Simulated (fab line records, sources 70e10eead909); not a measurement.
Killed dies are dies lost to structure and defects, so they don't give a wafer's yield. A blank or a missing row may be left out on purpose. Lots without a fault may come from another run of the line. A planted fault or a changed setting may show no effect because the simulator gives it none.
fab line records | flow nand_harc
record lots=6 wafers=16 last_day=31
route steps=1302 shown P_BONDPAD@364 A_START@389 A_ZERO_WELL@390 END@1302
lots that met no fault: from a run of the same line without faults
start_h: hours from the record's first day to the start of the lot's first wafer shown | wait_h: hours since the lot's step before | " the same as in the row above | L1.1+2: a row that stands for several wafers | - no value, or no start given | * or withheld: withheld | < > ~ a bound
route shown NAME@n: a module of which the file shows steps, and the number in the route of the first | usual: mean/standard deviation of fault-free wafers | same: alike in all rows | chamber/n: place in a boat | sites: the reading at each site | _std_site: their standard deviation | _edge_site: outer sites' mean less inner sites' | radius_mm: how far each site lies from the wafer's centre | mask NAME#n: copy n | behind: the tool/chamber that last shaped the wafer | hold: why the lot was held/for how many hours/how that ended | device: the transistor (n, p or np) that didn't switch | end of line: the same wafers' tests at the end of the route | a step without rows: its recipe alone | killed: dies lost to structure and defects at the first sort, not the wafer's yield | map: a wafer's dies, x killed, . not, _ none there
set.NAME: the setting as run; set.NAME@STEP: as run at that earlier step | model.NAME: the simulator's own value behind a step, which no gauge read
lots at some steps of the route; a table a step, a row a wafer
services: from which hour (start_h, from the record's first day; less than 0 if before it) a tool's chamber was out of use, for how many hours, and why
## steps
# step NHARC_P_BONDPAD_CD_MEAS_09
# recipe target_cd_nm=500 landing_energy_ev=500
# usual cd_nm=500/3
# columns lot.wafer tool chamber start_h wait_h cd_nm
L296.3 cd_sem-03 0 165.00 - 502
L296.4 " 0 " " 501
L296.6 " 0 " " 498
L298.1 cd_sem-01 0 181.91 - 504
L298.2 " 0 " " 506
L298.5 " 0 " " 504
L299.1 cd_sem-03 0 199.30 - 500
L299.3 " 0 " " 499
L299.6 " 0 " " 503
L304.2 cd_sem-01 0 240.49 - 496
L304.4 " 0 " " 497
L304.5 " 0 " " 501
L309.4 cd_sem-02 0 301.91 - 497
L309.5 " 0 " " 499
L309.6 " 0 " " 500
L310.3 cd_sem-01 0 304.24 - 499
# step NHARC_P_BONDPAD_OVL_MEAS_38
# usual overlay_x_nm=-1/4 overlay_y_nm=0/5.7
# columns lot.wafer tool chamber start_h wait_h overlay_x_nm overlay_y_nm
L296.3 overlay-01 - 165.08 - 2 0
L296.4 " - " " 3 0
L296.6 " - " " 3 1
L298.1 overlay-02 - 181.99 - 0 -1
L298.2 " - " " 0 -1
L298.5 " - " " -1 -2
L299.1 overlay-02 - 199.39 - 5 7
L299.3 " - " " 5 8
L299.6 " - " " 6 7
L304.2 overlay-02 - 240.57 - 3 -6
L304.4 " - " " 3 -6
L304.5 " - " " 3 -6
L309.4 overlay-01 - 302.00 - -1 1
L309.5 " - " " -1 2
L309.6 " - " " -1 1
L310.3 overlay-01 - 304.33 - 3 4
# step NHARC_P_BONDPAD_HARDBAKE_10
# recipe temp_c=118 time_s=65
# step NHARC_P_BONDPAD_DESCUM_11
# recipe time_s=3 o2_flow_sccm=200 ar_flow_sccm=0 bias_power_w=0 chemistry=O2
# step NHARC_P_BONDPAD_ETCH_37
# recipe target_depth_a=600 overetch_a=180 time_s=65.91 ion_energy_ev=200 n2_flow_sccm=150 h2_flow_sccm=150 ar_flow_sccm=0 rf_w=400 bias_w=150 chemistry=N2/H2
# step NHARC_P_BONDPAD_ETCH_12
# recipe target_depth_a=2000 time_s=100 chf3_flow_sccm=50 o2_flow_sccm=10 ar_flow_sccm=200 rf_w=500 bias_w=200 chemistry=CHF3/O2
# step NHARC_P_BONDPAD_CD_MEAS_13
# usual cd_nm=499/3.3
# columns lot.wafer tool chamber start_h wait_h cd_nm
L296.3 cd_sem-01 - 165.52 - 501
L296.4 " - " " 500
L296.6 " - " " 496
L298.1 cd_sem-03 - 182.43 - 503
L298.2 " - " " 504
L298.5 " - " " 501
L299.1 cd_sem-02 - 199.83 - 500
L299.3 " - " " 500
L299.6 " - " " 504
L304.2 cd_sem-03 - 241.01 - 494
L304.4 " - " " 495
L304.5 " - " " 500
L309.4 cd_sem-03 - 302.44 - 497
L309.5 " - " " 498
L309.6 " - " " 499
L310.3 cd_sem-01 - 304.77 - 499
# step NHARC_P_BONDPAD_STRIP_15
# recipe o2_flow_sccm=500 ar_flow_sccm=0 bias_w=0 chemistry=O2
# step NHARC_P_BONDPAD_ETCH_24
# recipe target_depth_a=300 over_etch_frac=0.3 time_s=72.99 ion_energy_ev=150 cf4_flow_sccm=50 n2_flow_sccm=100 ar_flow_sccm=150 rf_w=300 bias_w=100 chemistry=CF4/N2
# usual drypump_motor_current_A=5.9/0.42 mfc_ar_sccm=150.0/0.39 oes_product_au=1.002/0.016 rf_vpp_V=314.3/2 showerhead_plenum_p_Torr=2.63/0.11 throttle_valve_pct=19.794/0.009
# same time_s=72.99
# columns lot.wafer tool chamber start_h wait_h drypump_motor_current_A mfc_ar_sccm oes_product_au rf_hours_counter_h rf_vpp_V showerhead_plenum_p_Torr throttle_valve_pct
L296.4 rie_diel-02 0 - - 6.0 150.2 0.982 3.9 314.1 2.59 19.804
L296.3 " 1 " " 5.8 149.8 1.002 3.6 312.9 2.51 19.797
L296.6 " 1 " " 5.8 149.5 1.006 - 312.7 2.51 19.790
L298.1 rie_diel-11 3 - - 5.2 150.0 0.981 3.8 315.8 2.79 19.780
L298.2 " 0 " " 6.7 150.1 1.026 3.8 314.1 2.72 19.787
L298.5 " 2 " " 6.0 150.8 1.027 - 318.0 2.82 19.806
L299.3 rie_diel-11 3 - - 5.1 150.0 0.988 5.0 316.4 2.79 19.799
L299.1 " 1 " " 6.1 150.8 1.002 5.3 312.3 2.54 19.785
L299.6 " 3 " " 5.1 149.6 0.996 - 317.1 2.79 19.795
L304.2 rie_diel-11 3 - - 5.1 150.6 0.979 7.4 315.3 2.79 19.799
L304.4 " 1 " " 6.1 150.5 0.984 8.0 315.1 2.54 19.765
L304.5 " 2 " " 6.0 150.6 1.018 - 317.1 2.82 19.788
L309.4 rie_diel-11 3 - - 5.1 150.1 0.992 1.8 316.8 2.79 19.780
L309.6 " 3 " " 5.1 149.9 0.985 - 316.2 2.79 19.780
L309.5 " 0 " " 6.7 150.3 0.999 - 315.9 2.71 19.800
L310.3 rie_diel-02 0 - - 6.0 150.3 0.989 2.1 314.4 2.59 19.799
# step NHARC_P_BONDPAD_STRIP_16
# recipe time_s=600 temp_c=30 chemistry=post_etch_residue_remover
# step NHARC_P_BONDPAD_DEGAS_25
# recipe temp_c=300 time_s=60
# usual heater_power_w=468/51
# same time_s=60
# columns lot.wafer tool chamber start_h wait_h heater_power_w
L296.3 pvd_sputter-02 - 166.14 - 473
L296.4 " - " " 424
L296.6 " - " " 426
L298.1 pvd_sputter-02 - 183.07 - 391
L298.2 " - " " 551
L298.5 " - " " 422
L299.1 pvd_sputter-01 - 200.45 - 517
L299.3 " - " " 471
L299.6 " - " " 421
L304.4 pvd_sputter-03 - 241.64 - 454
L304.2 " - " " 429
L304.5 " - " " 451
L309.4 pvd_sputter-01 - 303.07 - 448
L309.6 " - " " 445
L309.5 " - " " 523
L310.3 pvd_sputter-01 - 305.41 - 456
# step NHARC_P_BONDPAD_PRE_CLEAN_26
# recipe time_s=30 temp_c=280 gas=H2/He
# step NHARC_P_BONDPAD_PVD_17
# recipe target_thk_a=50 bias_v=168.6 power_w=15000 chamber_pressure_pa=0.12 time_s=8.06 substrate_temp_c=50 material=TaN
# usual throttle_valve_pct=30.7/0.71
# columns lot.wafer tool chamber start_h wait_h throttle_valve_pct
L296.3 pvd_sputter-02 - 166.27 - 31.6
L296.4 " - " " 31.4
L296.6 " - " " 32.0
L298.2 pvd_sputter-02 - 183.19 - 31.5
L298.1 " - " " 31.3
L298.5 " - " " 31.5
L299.1 pvd_sputter-01 - 200.57 - 31.3
L299.3 " - " " 31.3
L299.6 " - " " 31.0
L304.4 pvd_sputter-03 - 241.78 - 28.6
L304.2 " - " " 30.5
L304.5 " - " " 30.0
L309.4 pvd_sputter-01 - 303.19 - 30.5
L309.6 " - " " 30.8
L309.5 " - " " 30.5
L310.3 pvd_sputter-01 - 305.53 - 30.8
# step NHARC_P_BONDPAD_PVD_27
# recipe target_thk_a=300 chamber_pressure_pa=5 power_w=5000 substrate_temp_c=30 time_s=20.49 material=Cu
# step NHARC_P_BONDPAD_ECD_18
# recipe target_thk_a=4000 bath_temp_c=25 material=Cu
# step NHARC_P_BONDPAD_ANNEAL_28
# recipe temp_c=225 time_s=90
# step NHARC_P_BONDPAD_CMP_19
# recipe t_overpolish_s=30 cu_recess_touch_s=16 target_thk_nm=160.81
# usual edge_zone_pressure_frac=1.000/0.0049 motor_current_A=11.6/1.1 overpolish_run_s=29.999/0.0095
# columns lot.wafer tool chamber start_h wait_h edge_zone_pressure_frac motor_current_A overpolish_run_s
L296.4 cmp-02 0 167.28 - 0.997 12.9 30.000
L296.3 " 1 " " 0.996 12.4 29.994
L296.6 " 3 " " 1.006 10.5 30.016
L298.1 cmp-02 1 184.14 - 0.995 12.1 29.988
L298.2 " 2 " " 0.994 11.8 30.002
L298.5 " 1 " " 0.995 12.3 30.000
L299.3 cmp-04 2 201.54 - 1.009 11.4 29.998
L299.1 " 1 " " 0.994 10.0 30.006
L299.6 " 3 " " 0.998 11.9 30.010
L304.4 cmp-01 1 242.73 - 1.001 12.4 30.013
L304.2 " 2 " " 0.995 10.7 29.990
L304.5 " 2 " " 0.992 11.0 29.993
L309.4 cmp-04 2 304.37 - 1.004 10.9 29.999
L309.5 " 3 " " 1.008 11.9 30.002
L309.6 " 0 " " 0.999 11.5 30.000
L310.3 cmp-04 2 306.47 - 0.993 11.4 29.997
# step NHARC_P_BONDPAD_THK_MEAS_20
# recipe thk_meas_gauge=xrf
# usual thk_nm=160.5/1.9
# columns lot.wafer tool chamber start_h wait_h thk_nm
L296.3 film_metro-02 - 167.55 - 160.4
L296.4 " - " " 160.8
L296.6 " - " " 160.3
L298.1 film_metro-01 - 184.47 - 160.2
L298.2 " - " " 163.9
L298.5 " - " " 160.2
L299.1 film_metro-02 - 201.86 - 156.1
L299.3 " - " " 160.1
L299.6 " - " " 155.9
L304.2 film_metro-02 - 243.06 - 159.3
L304.4 " - " " 162.5
L304.5 " - " " 157.8
L309.4 film_metro-02 - 304.60 - 161.7
L309.5 " - " " 160.0
L309.6 " - " " 164.5
L310.3 film_metro-02 - 306.79 - 164.7
# step NHARC_P_BONDPAD_SRD_21
# recipe time_s=30 temp_c=23 dry_time_s=20 spin_rpm=1500
# step NHARC_P_BONDPAD_INSPECT_23
# usual raw_defect_count=331/130
# columns lot.wafer tool chamber start_h wait_h raw_defect_count
L296.3 defect_inspect-01 - 167.75 0.0 231
L296.4 " - " " 366
L296.6 " - " " 383
L298.1 defect_inspect-01 - 184.67 0.0 442
L298.2 " - " " 320
L298.5 " - " " 166
L299.1 defect_inspect-02 - 202.06 0.0 465
L299.3 " - " " 173
L299.6 " - " " 454
L304.2 defect_inspect-01 - 243.26 0.0 252
L304.4 " - " " 356
L304.5 " - " " 211
L309.4 defect_inspect-01 - 304.83 0.0 322
L309.5 " - " " 213
L309.6 " - " " 350
L310.3 defect_inspect-02 - 307.00 0.0 182
# step NHARC_P_BONDPAD_ACTIVATE_29
# recipe time_s=60 n2_flow_sccm=200 ar_flow_sccm=0 bias_power_w=0 chemistry=N2
# step NHARC_P_BONDPAD_PRECLEAN_30
# recipe time_s=300 temp_c=23 chemistry=DIW
# step NHARC_P_BONDPAD_SRD_31
# recipe time_s=30 temp_c=23 dry_time_s=20 spin_rpm=1500
# step NHARC_A_START_INSPECT_01
# usual raw_defect_count=3.2/1.8
# columns lot.wafer tool chamber start_h wait_h raw_defect_count
L296.3 defect_inspect-02 - 168.22 - 1
L296.4 " - " " 2
L296.6 " - " " 2
L298.1 defect_inspect-02 - 185.14 - 3
L298.2 " - " " 5
L298.5 " - " " 5
L299.1 defect_inspect-01 - 202.53 - 6
L299.3 " - " " 4
L299.6 " - " " 3
L304.2 defect_inspect-01 - 243.74 - 3
L304.4 " - " " 9
L304.5 " - " " 0
L309.4 defect_inspect-01 - 305.30 - 1
L309.5 " - " " 3
L309.6 " - " " 4
L310.3 defect_inspect-02 - 307.48 - 2
# step NHARC_A_ZERO_WELL_PRECLEAN_00
# recipe time_s=600 temp_c=120 chemistry=SPM
# step NHARC_A_ZERO_WELL_SRD_01
# step NHARC_A_ZERO_WELL_DEHYDRATE_02
# recipe temp_c=150 time_s=120
# step NHARC_A_ZERO_WELL_HMDS_03
# recipe time_s=30
# step NHARC_A_ZERO_WELL_COAT_18
# recipe temp_c=200 time_s=65
# step NHARC_A_ZERO_WELL_COAT_04
# recipe spin_rpm=2000 resist_thk_nm=600
# step NHARC_A_ZERO_WELL_SOFTBAKE_05
# recipe temp_c=125 time_s=70
# step NHARC_A_ZERO_WELL_EBR_06
# step NHARC_A_ZERO_WELL_EXPOSE_07
# recipe na=0.55 dose_mj=33.85 mask_id=A_ZERO
# step NHARC_A_ZERO_WELL_PEB_08
# recipe peb_temp_c=128 peb_time_s=80
# step NHARC_A_ZERO_WELL_DEVELOP_09
# recipe time_s=50 dev_temp_c=22
# step NHARC_A_ZERO_WELL_CD_MEAS_10
# recipe target_cd_nm=2000 landing_energy_ev=500
# usual cd_nm=1999.8/1.9
# columns lot.wafer tool chamber start_h wait_h cd_nm
L296.3 cd_sem-01 0 169.06 - 1998.5
L296.4 " 0 " " 1998.3
L296.6 " 0 " " 1999.0
L298.1 cd_sem-03 0 185.99 - 2001.2
L298.2 " 0 " " 2001.2
L298.5 " 0 " " 2001.8
L299.1 cd_sem-03 0 203.44 - 1996.7
L299.3 " 0 " " 1997.9
L299.6 " 0 " " 1996.1
L304.2 cd_sem-01 0 244.46 - 1996.2
L304.4 " 0 " " 1997.8
L304.5 " 0 " " 1997.4
L309.4 cd_sem-02 0 306.02 - 1998.4
L309.5 " 0 " " 2000.7
L309.6 " 0 " " 1998.5
L310.3 cd_sem-01 0 308.32 - 1999.1
# step NHARC_A_ZERO_WELL_HARDBAKE_11
# recipe temp_c=118 time_s=65
# step NHARC_A_ZERO_WELL_DESCUM_12
# recipe time_s=3 o2_flow_sccm=200 ar_flow_sccm=0 bias_power_w=0 chemistry=O2
# step NHARC_A_ZERO_WELL_ETCH_19
# recipe target_depth_a=800 overetch_a=240 time_s=87.88 ion_energy_ev=200 n2_flow_sccm=150 h2_flow_sccm=150 ar_flow_sccm=0 rf_w=400 bias_w=150 chemistry=N2/H2
# usual drypump_motor_current_A=5.7/0.56 mfc_ar_sccm=0.019/0.017 oes_product_au=1.002/0.014 rf_vpp_V=431.0/2.4 showerhead_plenum_p_Torr=2.06/0.082 throttle_valve_pct=14.173/0.0099
# same time_s=87.88
# columns lot.wafer tool chamber start_h wait_h drypump_motor_current_A mfc_ar_sccm oes_product_au rf_hours_counter_h rf_vpp_V showerhead_plenum_p_Torr throttle_valve_pct
L296.3 rie_diel-06 3 169.31 0.1 6.5 0.038 0.996 2 433.0 2.10 14.157
L296.4 " 1 " " 6.3 0.008 1.007 3 433.6 2.16 14.173
L296.6 " 3 " " 6.5 0.038 0.993 - 431.6 2.10 14.180
L298.1 rie_diel-05 1 186.23 0.1 6.6 0.044 1.004 4 427.4 2.00 14.198
L298.2 " 3 " " 5.7 0.003 0.984 4 434.0 2.12 14.169
L298.5 " 1 " " 6.6 0.044 1.011 - 429.3 2.00 14.166
L299.1 rie_diel-05 2 203.68 0.1 5.7 0 0.998 4 427.1 1.96 14.174
L299.3 " 0 " " 5.0 0.023 1.013 5 435.5 2.17 14.162
L299.6 " 3 " " 5.7 0.003 1.000 - 433.3 2.12 14.155
L304.4 rie_diel-05 0 244.70 0.1 4.9 0.023 1.006 0 433.9 2.17 14.189
L304.2 " 2 " " 5.7 0 0.997 0 428.4 1.96 14.169
L304.5 " 0 " " 5.0 0.023 1.007 - 432.3 2.17 14.170
L309.4 rie_diel-06 1 306.26 0.1 6.2 0.008 1.016 26 433.1 2.16 14.167
L309.6 " 3 " " 6.5 0.038 1.016 - 432.0 2.09 14.163
L309.5 " 0 " " 5.0 0 0.997 - 431.2 2.03 14.171
L310.3 rie_diel-05 2 308.57 0.1 5.7 0 0.998 2 430.1 1.96 14.156
# step NHARC_A_ZERO_WELL_ETCH_13
# recipe target_depth_a=1200 time_s=40.1 hbr_flow_sccm=150 cl2_flow_sccm=50 rf_w=400 icp_w=400 bias_w=100 chemistry=HBr/Cl2
# usual drypump_motor_current_A=5.6/0.37 oes_product_au=0.999/0.011 throttle_valve_pct=26.405/0.0086
# same time_s=40.1
# columns lot.wafer tool chamber start_h wait_h drypump_motor_current_A oes_product_au rf_hours_counter_h throttle_valve_pct
L296.3 rie_si-06 2 169.43 - 5.5 1.003 0.39 26.404
L296.4 " 0 " " 6.0 0.987 0.51 26.395
L296.6 " 1 " " 5.8 1.015 - 26.410
L298.2 rie_si-06 1 186.35 - 5.8 1.006 0.66 26.390
L298.1 " 3 " " 5.3 0.981 0.51 26.400
L298.5 " 1 " " 5.8 1.003 - 26.407
L299.1 rie_si-06 2 203.80 - 5.5 0.999 0.66 26.412
L299.3 " 0 " " 6.0 0.991 0.75 26.392
L299.6 " 2 " " 5.5 1.009 - 26.401
L304.2 rie_si-06 3 244.83 - 5.3 0.988 0.97 26.403
L304.4 " 1 " " 5.8 1.019 0.91 26.394
L304.5 " 2 " " 5.5 1.012 - 26.404
L309.4 rie_si-01 2 306.37 - 5.5 0.999 0.65 26.406
L309.5 " 2 " " 5.5 0.990 - 26.401
L309.6 " 3 " " 6.2 1.007 - 26.407
L310.3 rie_si-03 3 308.68 - 5.3 0.999 0.59 26.401
# step NHARC_END_SORT_01
# recipe temp_c=25
# usual killed_at_array=55/17 killed_at_other=0.9/1.2 killed_at_periphery=3.7/2.5 killed_dies=59/18 killed_open=3.4/1.9 killed_short=2.6/1.6
# same gross_dies=677
# columns lot.wafer tool chamber start_h wait_h killed_at_array killed_at_other killed_at_periphery killed_dies killed_open killed_short
L298.1 prober-01 0 623.79 2.5 20 0 1 21 3 3
L298.2 prober-01 0 624.60 2.8 11 0 2 13 2 1
L298.5 prober-01 0 627.02 3.7 22 0 1 23 6 1
L310.3 prober-01 0 732.99 3.1 65 0 12 77 1 1
L309.4 prober-01 0 741.56 3.4 45 2 5 52 3 5
L309.6 prober-01 0 743.15 4.0 58 1 22 81 2 3
# killed by level:class
L298.1 A_CHANNEL_HOLE_D2:chamber_film_flake=7 A_CONTACT:chamber_film_flake=3 A_CHANNEL_HOLE_D1:geometric_particle:short=2 A_CHANNEL_HOLE_D1:geometric_particle:open=1 A_CHANNEL_FILL_D1:geometric_particle:short=1 A_STAIRCASE:geometric_particle:open=1 A_CONTACT:geometric_particle:open=1 P_STI:chamber_film_flake=1
L298.2 A_CHANNEL_HOLE_D2:chamber_film_flake=6 P_M2:geometric_particle:open=1 A_CHANNEL_HOLE_D2:geometric_particle:short=1 A_M0:geometric_particle:open=1 P_STI:chamber_film_flake=1 A_CHANNEL_HOLE_D1:chamber_film_flake=1 A_DECK1_JOINT:chamber_film_flake=1 A_STAIRCASE:chamber_film_flake=1
L298.5 A_CHANNEL_HOLE_D2:chamber_film_flake=13 A_M1:geometric_particle:open=2 A_CHANNEL_HOLE_D1:chamber_film_flake=2 P_GATE:geometric_particle:open=1 A_ONON_D1:geometric_particle:open=1 A_CHANNEL_FILL_D1:geometric_particle:open=1 A_CHANNEL_FILL_D1:geometric_particle:short=1 A_ONON_D2:geometric_particle:open=1
L310.3 A_CHANNEL_HOLE_D1:chamber_film_flake=36 A_CHANNEL_HOLE_D2:chamber_film_flake=18 P_BONDPAD:area_pvd=9 A_BLC:chamber_film_flake=4 A_CONTACT:chamber_film_flake=3 P_M1:chamber_film_flake=2 A_CHANNEL_FILL_D1:geometric_particle:short=1 A_CHANNEL_FILL_D2:geometric_particle:open=1
L309.4 A_SLIT:chamber_film_flake=18 A_CHANNEL_HOLE_D1:chamber_film_flake=5 P_GATE:chamber_film_flake=4 A_CHANNEL_HOLE_D2:chamber_film_flake=4 A_STAIRCASE:chamber_film_flake=4 A_CONTACT:chamber_film_flake=4 A_ONON_D1:geometric_particle:short=2 THIN_TSV:chamber_film_flake=2
L309.6 A_SLIT:chamber_film_flake=39 P_BONDPAD:area_pvd=18 A_CHANNEL_HOLE_D2:chamber_film_flake=5 A_CHANNEL_HOLE_D1:chamber_film_flake=4 A_WL_FILL:chamber_film_flake=4 P_GATE:chamber_film_flake=2 P_M0:geometric_particle:open=1 A_CHANNEL_HOLE_D1:geometric_particle:short=1
# map L309.6 (x killed, . not)
____________.____________
_________x......_________
_______.x........._______
______x.........x..______
_____xxx............_____
____x.x...........x..____
____.................____
___...x...............___
___.x................x___
__..x..x...............__
__..xxxxx..x...........__
_..xxxx...........x....._
_...xx.xx..............._
_..xxxxxx..............._
_.xxxxxxxx..........x..._
_..xxxxxx..............._
...xx.........x..x...x.x.
.......xx..xx..x.x.......
.....xx.x................
........................x
.......x.................
_.......x......x........_
_......................._
_.......x...x..........x_
_........x..x..........._
_................x......_
__....................x__
__...................x.__
___.x......x..........___
___...................___
____.................____
____.................____
_____.x............._____
______.............______
_______..........._______
_________......._________
____________.____________
# map L310.3 (x killed, . not)
____________.____________
_________x...x.._________
_______.xxx......._______
______xxxxx........______
_____xxxxx.........._____
____.....x...........____
____..x.........x....____
___..x....x...........___
___...................___
__.....................__
__.....................__
_......x.....x.........._
_...x..x................_
_......xxx.......x......_
_.....xxx...x..........x_
_.....xxxx..x..........._
......xxxxxx.x...........
......xxx............x...
......xx.x......x........
......xxx.x..........x...
....x.xxx.x.....x........
_.....xxx..............._
_.....xx..x.......x....._
_......................._
_........x.............._
_....x......x..........._
__..x.....x............__
__.....................__
___...................___
___...................___
____.........x.......____
____.................____
_____..............._____
______.............______
_______..........._______
_________......._________
____________.____________
## services
# columns tool chamber start_h hours kind
rie_diel-11 0 150.61 4.0 repair
pvd_sputter-01 - 155.04 3.4 repair
rie_diel-05 - 157.01 1.2 repair
rie_diel-05 3 161.42 3.4 repair
pvd_sputter-02 - 163.89 1.7 repair
rie_diel-11 2 168.46 1.9 repair
rie_diel-05 1 170.10 12.5 repair
cmp-04 - 176.93 4.7 repair
rie_si-06 1 188.39 31.9 repair
rie_diel-11 - 193.68 1.4 repair
pvd_sputter-01 - 195.03 0.6 repair
rie_si-06 2 204.52 5.0 repair
cmp-04 - 209.08 4.0 pm
rie_diel-11 2 214.71 15.5 repair
pvd_sputter-01 - 226.00 10.0 pm
rie_diel-05 - 229.60 9.0 pm
rie_diel-11 - 230.10 0.1 repair
rie_diel-05 - 245.47 2.0 repair
rie_si-06 - 249.00 9.0 pm
rie_diel-11 - 255.50 9.0 pm
rie_diel-11 1 271.01 10.4 repair
rie_diel-11 3 280.69 7.5 repair
pvd_sputter-02 - 282.00 10.0 pm
pvd_sputter-02 - 296.20 9.9 repair
## key
first_sign step=NHARC_END_SORT_01 reading=killed_at_periphery direction=up sigmas=5.2 usual=3.7 struck=17
effect none on later readings
met_at NHARC_P_BONDPAD_PVD_17
struck_wafers L309.6,L310.3
tester_left_out L310
onset_between 200.57 303.19
earlier_fault kind=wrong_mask tool=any chamber=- onset_h=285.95 steps=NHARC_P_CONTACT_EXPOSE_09 aux_copy=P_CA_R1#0 cd_offset_nm=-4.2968 scope=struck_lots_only
fault kind=process_parameter_drift tool=pvd_sputter-01 chamber=- onset_h=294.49 steps=NHARC_P_BONDPAD_PVD_17 channel=target_thk_a offset=* shape=step acts_in=* stated=* scope=struck_wafers_only
# tester_left_out: of these lots the tester's yield and bins aren't shown, on N5 and GAA mostly nor the transistor test; their killed dies are dies lost to structure and defects alone, not to doping, threshold or leakage, so they don't give the yield
